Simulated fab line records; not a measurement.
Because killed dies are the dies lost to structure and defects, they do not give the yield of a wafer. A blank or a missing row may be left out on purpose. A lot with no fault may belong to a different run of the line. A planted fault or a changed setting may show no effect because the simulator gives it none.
What tool caused it? :: flow nand-harc :: 12 lots with 36 wafers sampled at 2 steps, on a route of 1302 steps

== WHAT THE GAUGES SHOWED, per wafer ==
NHARC_A_CONTACT_CD_MEAS_08 targets a cd of 200 nm. Usual: cd-nm at 200.0 nm, with a standard deviation of 0.64.
lot: L247
measured: day 22 17:48
on: cd-sem-02
cd-nm (nm): 199.0 201.0 200.9
flag: 

lot: L250
measured: day 23 08:50
on: cd-sem-03
cd-nm (nm): 199.9 199.6 200.4
flag: 

lot: L251
measured: day 23 20:05
on: cd-sem-01
cd-nm (nm): 200.0 199.4 200.4
flag: 

lot: L253
measured: day 25 03:17
on: cd-sem-01
cd-nm (nm): 199.3 199.0 199.3
flag: 

lot: L255
measured: day 25 19:35
on: cd-sem-01
cd-nm (nm): 200.3 200.3 201.0
flag: 

lot: L256
measured: day 25 19:47
on: cd-sem-02
cd-nm (nm): 200.5 200.2 200.9
flag: 

lot: L254
measured: day 25 21:38
on: cd-sem-02
cd-nm (nm): 199.8 200.4 200.4
flag: 

lot: L259
measured: day 26 20:26
on: cd-sem-01
cd-nm (nm): 199.7 199.9 200.0
flag: 

lot: L260
measured: day 27 09:40
on: cd-sem-01
cd-nm (nm): 201.0 200.2 200.1
flag: 

lot: L262
measured: day 28 00:34
on: cd-sem-03
cd-nm (nm): 199.7 200.9 199.6
flag: 

lot: L263
measured: day 29 03:52
on: cd-sem-03
cd-nm (nm): 200.2 200.1 199.9
flag: 

lot: L266
measured: day 30 04:46
on: cd-sem-01
cd-nm (nm): 199.3 200.4 200.0
flag: 

== TOOL THAT RAN EACH LOT (tool first, then ch and the chambers of the sampled wafers, then the start) ==
lot: L247
NHARC_A_CONTACT_ETCH_106: rie-diel-04 ch 2,3, day 22 14:37

lot: L250
NHARC_A_CONTACT_ETCH_106: rie-diel-13 ch 0,1,2, day 23 05:34

lot: L251
NHARC_A_CONTACT_ETCH_106: rie-diel-05 ch 1,2,3, day 23 17:04

lot: L253
NHARC_A_CONTACT_ETCH_106: rie-diel-04 ch 0,2,3, day 24 23:05

lot: L255
NHARC_A_CONTACT_ETCH_106: rie-diel-13 ch 1,2, day 25 15:47

lot: L256
NHARC_A_CONTACT_ETCH_106: rie-diel-13 ch 0,2,3, day 25 16:20

lot: L254
NHARC_A_CONTACT_ETCH_106: rie-diel-13 ch 0,2,3, day 25 18:03

lot: L259
NHARC_A_CONTACT_ETCH_106: rie-diel-13 ch 1,2, day 26 12:16

lot: L260
NHARC_A_CONTACT_ETCH_106: rie-diel-04 ch 1,2, day 27 06:38

lot: L262
NHARC_A_CONTACT_ETCH_106: rie-diel-05 ch 0,1,2, day 27 21:28

lot: L263
NHARC_A_CONTACT_ETCH_106: rie-diel-13 ch 0,1,2, day 28 23:15

lot: L266
NHARC_A_CONTACT_ETCH_106: rie-diel-05 ch 2,3, day 30 01:38
- NHARC_A_CONTACT_ETCH_106: etches the open film in CF4/O2, target depth 90 nm, overetch 9 nm, time 49.5 s.

== WHAT THE TOOLS THEMSELVES READ (means of the sampled wafers that have a number; where no wafer has one, the mark that the record gives instead) ==
NHARC_A_CONTACT_ETCH_106. Usual: drypump-motor-current-A 5.6 A, standard deviation 0.37; oes-product-au 1.003 a.u., standard deviation 0.015; rf-vpp-V 198.2 V, standard deviation 1.6; run-length-s 70.9 s, standard deviation 0.31; showerhead-plenum-p-Torr 1.35 Torr, standard deviation 0.074; throttle-valve-pct 13.397 %, standard deviation 0.0087.
lot: L247
tool: rie-diel-04
drypump-motor-current-A (A): 5.8
oes-product-au (a.u.): 0.999
rf-vpp-V (V): 195.8
run-length-s (s): 70.7
showerhead-plenum-p-Torr (Torr): 1.25
throttle-valve-pct (%): 13.407
flag: 

lot: L250
tool: rie-diel-13
drypump-motor-current-A (A): 5.6
oes-product-au (a.u.): 1.012
rf-vpp-V (V): 197.5
run-length-s (s): 70.7
showerhead-plenum-p-Torr (Torr): 1.32
throttle-valve-pct (%): 13.396
flag: 

lot: L251
tool: rie-diel-05
drypump-motor-current-A (A): 5.6
oes-product-au (a.u.): 1.007
rf-vpp-V (V): 197.7
run-length-s (s): 70.9
showerhead-plenum-p-Torr (Torr): 1.33
throttle-valve-pct (%): 13.408
flag: 

lot: L253
tool: rie-diel-04
drypump-motor-current-A (A): 5.8
oes-product-au (a.u.): 1.019
rf-vpp-V (V): 198.9
run-length-s (s): 70.8
showerhead-plenum-p-Torr (Torr): 1.37
throttle-valve-pct (%): 13.395
flag: 

lot: L255
tool: rie-diel-13
drypump-motor-current-A (A): 5.4
oes-product-au (a.u.): 1.010
rf-vpp-V (V): 198.5
run-length-s (s): 70.6
showerhead-plenum-p-Torr (Torr): 1.33
throttle-valve-pct (%): 13.392
flag: 

lot: L256
tool: rie-diel-13
drypump-motor-current-A (A): 5.3
oes-product-au (a.u.): 1.020
rf-vpp-V (V): 198.2
run-length-s (s): 70.6
showerhead-plenum-p-Torr (Torr): 1.36
throttle-valve-pct (%): 13.389
flag: 

lot: L254
tool: rie-diel-13
drypump-motor-current-A (A): 5.3
oes-product-au (a.u.): 1.008
rf-vpp-V (V): 198.3
run-length-s (s): 70.8
showerhead-plenum-p-Torr (Torr): 1.36
throttle-valve-pct (%): 13.394
flag: 

lot: L259
tool: rie-diel-13
drypump-motor-current-A (A): 5.6
oes-product-au (a.u.): 1.000
rf-vpp-V (V): 198.1
run-length-s (s): 70.5
showerhead-plenum-p-Torr (Torr): 1.28
throttle-valve-pct (%): 13.397
flag: 

lot: L260
tool: rie-diel-04
drypump-motor-current-A (A): 5.5
oes-product-au (a.u.): 0.968
rf-vpp-V (V): 198.3
run-length-s (s): 71.1
showerhead-plenum-p-Torr (Torr): 1.35
throttle-valve-pct (%): 13.394
flag: 

lot: L262
tool: rie-diel-05
drypump-motor-current-A (A): 5.8
oes-product-au (a.u.): 0.991
rf-vpp-V (V): 199.4
run-length-s (s): 71.3
showerhead-plenum-p-Torr (Torr): 1.37
throttle-valve-pct (%): 13.396
flag: 

lot: L263
tool: rie-diel-13
drypump-motor-current-A (A): 5.5
oes-product-au (a.u.): 1.007
rf-vpp-V (V): 197.7
run-length-s (s): 70.7
showerhead-plenum-p-Torr (Torr): 1.30
throttle-valve-pct (%): 13.399
flag: 

lot: L266
tool: rie-diel-05
drypump-motor-current-A (A): 5.2
oes-product-au (a.u.): 1.001
rf-vpp-V (V): 195.7
run-length-s (s): 71.1
showerhead-plenum-p-Torr (Torr): 1.26
throttle-valve-pct (%): 13.404
flag: 

== THE ANSWER, worked out from the rows above alone ==
Rule: lot off if the mean of its wafers having a number is beyond 3 standard deviations from the usual mean. Also off: a lot with no number at a reading for which 4 or more lots have one. Where the step has rows for the other lots, those lots are counted as sound. The gauges are gone through in route order, then the tools' own readings, and for those a lot's mean is taken as printed above. The first step at which some lot is off is used, and at that step the reading that is off furthest; a lot without a number counts as furthest.
No lot is off on any of the readings shown, so nothing can be concluded from this.

== WHAT THE SIMULATOR PUT IN ==
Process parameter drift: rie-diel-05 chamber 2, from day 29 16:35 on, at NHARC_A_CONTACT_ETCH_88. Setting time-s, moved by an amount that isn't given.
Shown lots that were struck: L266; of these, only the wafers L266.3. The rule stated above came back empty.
